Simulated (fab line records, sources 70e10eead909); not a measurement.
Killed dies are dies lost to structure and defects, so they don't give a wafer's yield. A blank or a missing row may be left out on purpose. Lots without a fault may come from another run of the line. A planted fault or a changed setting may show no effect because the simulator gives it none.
A struck lot beside a sound one | flow nand_harc | 14 steps out of a route of 1302
Sound: wafers L977.1, L977.2, L977.3. Struck: wafer L971.6. (L971.1 of the same lot was not struck and is left out.) The cause comes at the end.
At each step with rows: each side's tool, then ch and its chambers, then its first start. Under that, the readings that differ: sound wafers | struck wafers | difference of the means | sigmas: that difference in standard deviations of wafers without a fault.
alike: readings whose means differ by less than 2 such deviations, and words and numbers that are the same on both sides. not compared: withheld readings, readings that some wafer has no value for, bounds like >300 that may hide the same value, and numbers for which the record gives no deviation and whose values overlap.
The two part at a step that has a row with sigmas, a row that says differs or no value, or rows on one side only. Numbers that don't overlap but have no deviation are shown without sigmas and don't part them. A reading that every wafer of one side lacks parts them only if that side has two wafers or more.

first, 1 step without rows for these wafers: NHARC_A_ONON_D1_DEP_12 (target thk 1000 nm).
NHARC_A_ONON_D1_THK_MEAS_14: measures by ellipsometry.
  sound on film_metro-01, day 15 10:10; struck on film_metro-02, day 13 02:44
  alike: thk_nm
then, 2 steps without rows for these wafers: NHARC_A_ONON_D1_ANNEAL_15 (time 3600 s); NHARC_A_ONON_D1_DEP_16 (target thk 1000 nm).
NHARC_A_ONON_D1_THK_MEAS_18: measures by ellipsometry.
  sound on film_metro-01, day 15 17:59; struck on film_metro-02, day 13 10:35
  alike: thk_nm
then, 1 step without rows for these wafers: NHARC_A_ONON_D1_DEP_19 (target thk 1000 nm).
NHARC_A_ONON_D1_THK_MEAS_21: measures by ellipsometry.
  sound on film_metro-02, day 15 18:32; struck on film_metro-02, day 13 11:10
  alike: thk_nm
then, 1 step without rows for these wafers: NHARC_A_ONON_D1_DEP_22 (target thk 1000 nm).
NHARC_A_ONON_D1_THK_MEAS_24: measures by ellipsometry.
  sound on film_metro-02, day 15 19:06; struck on film_metro-02, day 13 11:44
  reading     | sound          | struck | difference | sigmas
  thk_nm (nm) | 1012 1011 1012 | 985    | -27        | -3
then, 1 step without rows for these wafers: NHARC_A_ONON_D1_DEP_25 (target thk 1000 nm).
NHARC_A_ONON_D1_THK_MEAS_27: measures by ellipsometry.
  sound on film_metro-02, day 15 19:40; struck on film_metro-01, day 13 12:17
  alike: thk_nm
NHARC_A_ONON_D1_DEP_28: target thk 1000 nm.
  sound on pecvd_onon-04 ch 0, day 15 19:43; struck on pecvd_onon-04 ch 0, day 13 12:21
  alike: nh3_flow_sccm
NHARC_A_ONON_D1_THK_MEAS_30: measures by ellipsometry.
  sound on film_metro-01, day 15 20:14; struck on film_metro-02, day 13 12:52
  reading     | sound          | struck | difference | sigmas
  thk_nm (nm) | 1002 1004 1003 | 1108   | +105       | +9
NHARC_A_ONON_D1_DEP_33: deposits SiO2, target thk 200 nm.
  sound on pecvd-04 ch 0,1,2, day 15 20:17; struck on pecvd-01 ch 2, day 13 13:01
  alike: heater_power_outer_w, heater_power_w, mfc_precursor_sccm, throttle_valve_pct

WHERE THEY PART
First at NHARC_A_ONON_D1_THK_MEAS_24; last, within this record, at NHARC_A_ONON_D1_THK_MEAS_30. Later steps at which nothing parts them and some readings are alike: NHARC_A_ONON_D1_DEP_33.

WHY: what the simulator had put in
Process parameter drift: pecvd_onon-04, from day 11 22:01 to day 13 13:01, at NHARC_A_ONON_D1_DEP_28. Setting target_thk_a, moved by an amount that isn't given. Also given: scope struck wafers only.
